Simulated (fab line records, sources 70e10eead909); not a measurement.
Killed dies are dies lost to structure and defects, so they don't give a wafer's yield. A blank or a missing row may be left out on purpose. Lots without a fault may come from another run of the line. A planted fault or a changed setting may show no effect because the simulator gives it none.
fab line records | flow nand_harc | part 2 of 2: steps 43 to 43 of 43
record lots=6 wafers=18 last_day=33
route steps=1302 shown A_CONTACT@1037 END@1302
lots that met no fault: from a run of the same line without faults
start_h: hours from the record's first day to the start of the lot's first wafer shown | wait_h: hours since the lot's step before | " the same as in the row above | L1.1+2: a row that stands for several wafers | - no value, or no start given | * or withheld: withheld | < > ~ a bound
route shown NAME@n: a module of which the file shows steps, and the number in the route of the first | usual: mean/standard deviation of fault-free wafers | same: alike in all rows | chamber/n: place in a boat | sites: the reading at each site | _std_site: their standard deviation | _edge_site: outer sites' mean less inner sites' | radius_mm: how far each site lies from the wafer's centre | mask NAME#n: copy n | behind: the tool/chamber that last shaped the wafer | hold: why the lot was held/for how many hours/how that ended | device: the transistor (n, p or np) that didn't switch | end of line: the same wafers' tests at the end of the route | a step without rows: its recipe alone | killed: dies lost to structure and defects at the first sort, not the wafer's yield | map: a wafer's dies, x killed, . not, _ none there
set.NAME: the setting as run; set.NAME@STEP: as run at that earlier step | model.NAME: the simulator's own value behind a step, which no gauge read
lots at some steps of the route; a table a step, a row a wafer
services: from which hour (start_h, from the record's first day; less than 0 if before it) a tool's chamber was out of use, for how many hours, and why
## steps
# step NHARC_END_SORT_01
# recipe temp_c=25
# usual killed_at_array=62/20 killed_at_other=0.8/1.1 killed_at_periphery=3.5/2.4 killed_dies=66/21 killed_open=3.5/1.9 killed_short=2.5/1.7
# same gross_dies=677
# columns lot.wafer tool chamber start_h wait_h killed_at_array killed_at_other killed_at_periphery killed_dies killed_open killed_short
L929.2 prober-02 0 581.80 2.8 30 1 1 32 4 1
L929.5 prober-02 0 584.18 3.7 25 0 1 26 5 0
L929.6 prober-02 0 584.98 4.0 22 0 4 26 6 2
L933.1 prober-01 0 599.75 2.5 93 4 0 97 5 4
L933.2 prober-01 0 600.54 2.8 70 1 1 72 1 1
L933.5 prober-01 0 602.91 3.7 91 1 0 92 5 1
L942.1 prober-01 0 695.29 2.5 49 0 5 54 1 3
L942.3 prober-01 0 696.90 3.1 46 0 6 52 5 2
L942.6 prober-01 0 699.31 4.0 51 0 4 55 3 3
L947.2 prober-02 0 721.36 2.8 135 2 1 138 5 1
L947.3 prober-02 0 722.15 3.1 125 2 0 127 0 1
L947.6 prober-02 0 724.52 4.0 113 4 7 124 5 2
L946.1 prober-02 0 730.46 2.5 152 1 0 153 1 1
L946.3 prober-02 0 732.03 3.1 148 4 4 156 0 1
L946.6 prober-02 0 734.39 3.9 117 1 4 122 6 1
L948.2 prober-01 0 780.53 2.8 62 0 6 68 5 3
L948.3 prober-01 0 781.34 3.1 62 0 3 65 3 3
L948.6 prober-01 0 783.75 4.0 60 1 1 62 2 2
# killed by level:class
L929.2 A_CONTACT:chamber_film_flake=5 A_CHANNEL_HOLE_D2:chamber_film_flake=3 A_STAIRCASE:chamber_film_flake=3 A_SGD_CUT:chamber_film_flake=3 A_CONTACT:unspecified=3 A_DECK1_JOINT:geometric_particle:open=2 A_CHANNEL_HOLE_D1:chamber_film_flake=2 A_DECK1_JOINT:chamber_film_flake=2
L929.5 A_CONTACT:unspecified=4 A_CHANNEL_HOLE_D2:chamber_film_flake=3 A_WL_FILL:chamber_film_flake=3 A_CONTACT:chamber_film_flake=3 A_CHANNEL_HOLE_D2:geometric_particle:open=2 A_STAIRCASE:chamber_film_flake=2 A_ONON_D2:geometric_particle:open=1 A_SGD_CUT:geometric_particle:open=1
L929.6 A_CHANNEL_HOLE_D2:chamber_film_flake=7 A_CHANNEL_HOLE_D1:chamber_film_flake=3 P_GATE:geometric_particle:open=2 A_DECK1_JOINT:chamber_film_flake=2 A_CONTACT:unspecified=2 P_M0:geometric_particle:open=1 A_CHANNEL_HOLE_D2:geometric_particle:open=1 A_CHANNEL_HOLE_D2:geometric_particle:short=1
L933.1 A_CHANNEL_HOLE_D1:chamber_film_flake=37 A_SLIT:chamber_film_flake=31 A_CHANNEL_HOLE_D2:chamber_film_flake=12 A_CONTACT:chamber_film_flake=3 THIN_TSV:chamber_film_flake=3 A_CHANNEL_FILL_D2:geometric_particle:open=2 A_ONON_D1:geometric_particle:short=1 A_ONON_D1:geometric_particle:open=1
L933.2 A_CHANNEL_HOLE_D1:chamber_film_flake=34 A_SLIT:chamber_film_flake=26 A_CHANNEL_HOLE_D2:chamber_film_flake=3 A_STAIRCASE:chamber_film_flake=3 A_CONTACT:chamber_film_flake=2 A_CHANNEL_HOLE_D1:geometric_particle:short=1 A_SGD_CUT:geometric_particle:open=1 P_GATE:chamber_film_flake=1
L933.5 A_CHANNEL_HOLE_D1:chamber_film_flake=33 A_SLIT:chamber_film_flake=32 A_CHANNEL_HOLE_D2:chamber_film_flake=12 A_STAIRCASE:chamber_film_flake=4 A_CONTACT:chamber_film_flake=3 A_CHANNEL_FILL_D1:geometric_particle:open=2 A_ONON_D1:geometric_particle:open=1 A_WL_FILL:geometric_particle:short=1
L942.1 A_CHANNEL_HOLE_D2:chamber_film_flake=29 A_CHANNEL_HOLE_D1:chamber_film_flake=5 P_STI:chamber_film_flake=2 P_BONDPAD:chamber_film_flake=2 A_CHANNEL_FILL_D1:chamber_film_flake=2 A_DECK1_JOINT:chamber_film_flake=2 A_SGD_CUT:chamber_film_flake=2 A_SLIT:chamber_film_flake=2
L942.3 A_CHANNEL_HOLE_D2:chamber_film_flake=18 A_CHANNEL_HOLE_D1:chamber_film_flake=11 P_BONDPAD:chamber_film_flake=4 A_DECK1_JOINT:chamber_film_flake=4 A_SLIT:chamber_film_flake=4 A_WL_FILL:chamber_film_flake=3 P_CONTACT:geometric_particle:open=1 A_SOURCE_PLATE:geometric_particle:open=1
L942.6 A_CHANNEL_HOLE_D2:chamber_film_flake=25 A_CHANNEL_HOLE_D1:chamber_film_flake=9 A_DECK1_JOINT:chamber_film_flake=3 A_CONTACT:chamber_film_flake=3 A_SGD_CUT:chamber_film_flake=2 P_STI:chamber_film_flake=2 A_WL_FILL:chamber_film_flake=2 P_CONTACT:geometric_particle:open=1
L947.2 A_CONTACT:unspecified=84 A_SLIT:chamber_film_flake=28 A_CHANNEL_HOLE_D1:chamber_film_flake=13 A_CHANNEL_FILL_D2:chamber_film_flake=2 A_CONTACT:chamber_film_flake=2 THIN_TSV:chamber_film_flake=2 P_CONTACT:geometric_particle:open=1 A_ONON_D1:geometric_particle:open=1
L947.3 A_CONTACT:unspecified=57 A_SLIT:chamber_film_flake=31 A_CHANNEL_HOLE_D1:chamber_film_flake=30 A_CHANNEL_FILL_D2:chamber_film_flake=3 A_CONTACT:chamber_film_flake=3 THIN_TSV:chamber_film_flake=2 A_SOURCE_PLATE:geometric_particle:short=1
L947.6 A_CONTACT:unspecified=53 A_CHANNEL_HOLE_D1:chamber_film_flake=23 A_SLIT:chamber_film_flake=22 A_CHANNEL_FILL_D2:chamber_film_flake=4 THIN_TSV:chamber_film_flake=4 A_CONTACT:chamber_film_flake=4 P_STI:chamber_film_flake=3 A_STAIRCASE:chamber_film_flake=3
L946.1 A_CONTACT:unspecified=88 A_SLIT:chamber_film_flake=30 A_CHANNEL_HOLE_D2:chamber_film_flake=19 A_CHANNEL_HOLE_D1:chamber_film_flake=7 A_CONTACT:chamber_film_flake=4 A_ONON_D1:geometric_particle:open=1 A_WL_FILL:geometric_particle:short=1 A_DECK1_JOINT:chamber_film_flake=1
L946.3 A_CONTACT:unspecified=85 A_SLIT:chamber_film_flake=29 A_CHANNEL_HOLE_D2:chamber_film_flake=13 A_CHANNEL_HOLE_D1:chamber_film_flake=9 A_CONTACT:chamber_film_flake=4 THIN_TSV:chamber_film_flake=4 A_STAIRCASE:chamber_film_flake=3 P_STI:chamber_film_flake=2
L946.6 A_CONTACT:unspecified=53 A_SLIT:chamber_film_flake=23 A_CHANNEL_HOLE_D2:chamber_film_flake=16 A_CHANNEL_HOLE_D1:chamber_film_flake=12 A_CONTACT:chamber_film_flake=5 P_CONTACT:geometric_particle:open=2 A_STAIRCASE:chamber_film_flake=2 P_M1:geometric_particle:open=1
L948.2 A_CHANNEL_HOLE_D2:chamber_film_flake=35 A_CHANNEL_HOLE_D1:chamber_film_flake=10 A_SLIT:chamber_film_flake=5 A_CONTACT:chamber_film_flake=4 P_STI:chamber_film_flake=2 P_CONTACT:geometric_particle:open=1 P_BONDPAD:geometric_particle:open=1 A_CHANNEL_HOLE_D1:geometric_particle:open=1
L948.3 A_CHANNEL_HOLE_D2:chamber_film_flake=31 A_CHANNEL_HOLE_D1:chamber_film_flake=11 A_BONDPAD:chamber_film_flake=6 A_SLIT:chamber_film_flake=4 P_STI:chamber_film_flake=2 A_CONTACT:chamber_film_flake=2 P_M0:geometric_particle:short=1 A_DECK1_JOINT:geometric_particle:short=1
L948.6 A_CHANNEL_HOLE_D2:chamber_film_flake=31 A_CHANNEL_HOLE_D1:chamber_film_flake=16 A_SLIT:chamber_film_flake=5 A_CONTACT:chamber_film_flake=3 A_ONON_D1:geometric_particle:open=1 A_CHANNEL_FILL_D2:geometric_particle:open=1 A_CHANNEL_FILL_D2:geometric_particle:short=1 P_STI:chamber_film_flake=1
# map L946.3 (x killed, . not)
____________.____________
_________.x....._________
_______x.........._______
______.x.......x...______
_____..............._____
____.................____
____.................____
___...................___
___...................___
__...............x.....__
__.....................__
_......................._
_..............x........_
_...........xxxx........_
_............x.xx......._
_.............xxx...xx.._
...........xxxxx..xxx.x..
...........xxxxxxxxxxxxx.
...........xxxxxxxxxxxxx.
.........x.xxxxx.xxxxxxxx
...........xxxxxxxxxxxxxx
_.....x....xxxxxxxxxxxxx_
_...x........x.xxxxxxxxx_
_..x..x.....xx.xxxxxxxxx_
_................xxxxxxx_
_..............x.xxxxxx._
__x.x..x...x.....xxxxx.__
__........x.........xx.__
___..x...xx........x..___
___......x...........x___
____....x............____
____.................____
_____....x.........._____
______.......x.....______
_______....x......_______
_________....x.._________
____________.____________
# map L947.2 (x killed, . not)
____________.____________
_________......._________
_______..........._______
______.............______
_____..............._____
____...x.x...........____
____.................____
___x..................___
___...................___
__......x..............__
__.....................__
_..........x............_
_..................x...._
_.................x.xx.._
_........x........x.xxx._
_..................xxxxx_
................xx.xxxxx.
.........x........xxxxxx.
.......x.........xxxxxxx.
.................xxxxxxxx
.................xxxxxxxx
_...........x.x.xxxxxxxx_
_..............xxxxxxxxx_
_........x......xxxxxxxx_
_.......xxx.....xxxxxxxx_
_.......xx.xx...x.xxxx.x_
__......xxxx......xxxxx__
__.....x.xx..x....xx.x.__
___....xxxx.x......x..___
___.....xxx..........x___
____.....x...........____
____......x.x........____
_____.....x........._____
______.....x.......______
_______..........x_______
_________......._________
____________.____________
## services
# columns tool chamber start_h hours kind
rie_diel-06 0 493.35 - clean
rie_diel-06 1 493.35 - clean
rie_diel-07 0 497.96 6.9 repair
har_cap_etch-01 - 500.04 17.0 pm
rie_diel-05 1 535.89 5.3 repair
pecvd-04 - 540.64 0.4 repair
pecvd-03 - 547.31 13.0 pm
rie_diel-05 0 553.50 2.5 repair
rie_diel-07 2 560.00 1.7 repair
pecvd-03 1 583.51 1.9 repair
rie_diel-05 - 583.75 9.0 pm
pecvd-03 0 585.76 6.9 repair
rie_diel-05 3 611.77 3.0 repair
rie_diel-07 2 611.94 6.7 repair
rie_diel-07 1 616.51 2.3 repair
rie_diel-06 2 630.23 8.0 repair
pecvd-04 - 631.57 13.0 pm
pecvd-03 - 635.97 0.7 repair
rie_diel-07 - 648.32 9.0 pm
rie_diel-06 - 661.35 9.0 pm
pecvd-01 - 673.03 13.0 pm
rie_diel-07 1 685.52 6.9 repair
pecvd-03 0 691.42 11.6 repair
pecvd-04 - 705.35 0.7 repair
## key
first_sign step=NHARC_END_SORT_01 reading=killed_dies direction=up sigmas=3.4 usual=66 struck=137
effect step=NHARC_END_SORT_01 reading=killed_at_array direction=up sigmas=3.4 usual=62 struck=132
more_kills_born_at NHARC_A_CONTACT_ETCH_126@har_cap_etch-03=416
met_at NHARC_A_CONTACT_ETCH_126
struck_wafers L946.1,L946.3,L946.6,L947.2,L947.3,L947.6
tester_left_out L946,L947
onset_between 541.93 661.69
also_fits NHARC_A_CONTACT_ETCH_129:har_cap_etch-03,NHARC_A_CONTACT_ETCH_97:rie_diel-05
fault kind=chamber_particle_source tool=har_cap_etch-03 chamber=- onset_h=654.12 steps=NHARC_A_CONTACT_ETCH_126 rate_per_visit_cm2=0.98043 end_h=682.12
# tester_left_out: of these lots the tester's yield and bins aren't shown, on N5 and GAA mostly nor the transistor test; their killed dies are dies lost to structure and defects alone, not to doping, threshold or leakage, so they don't give the yield
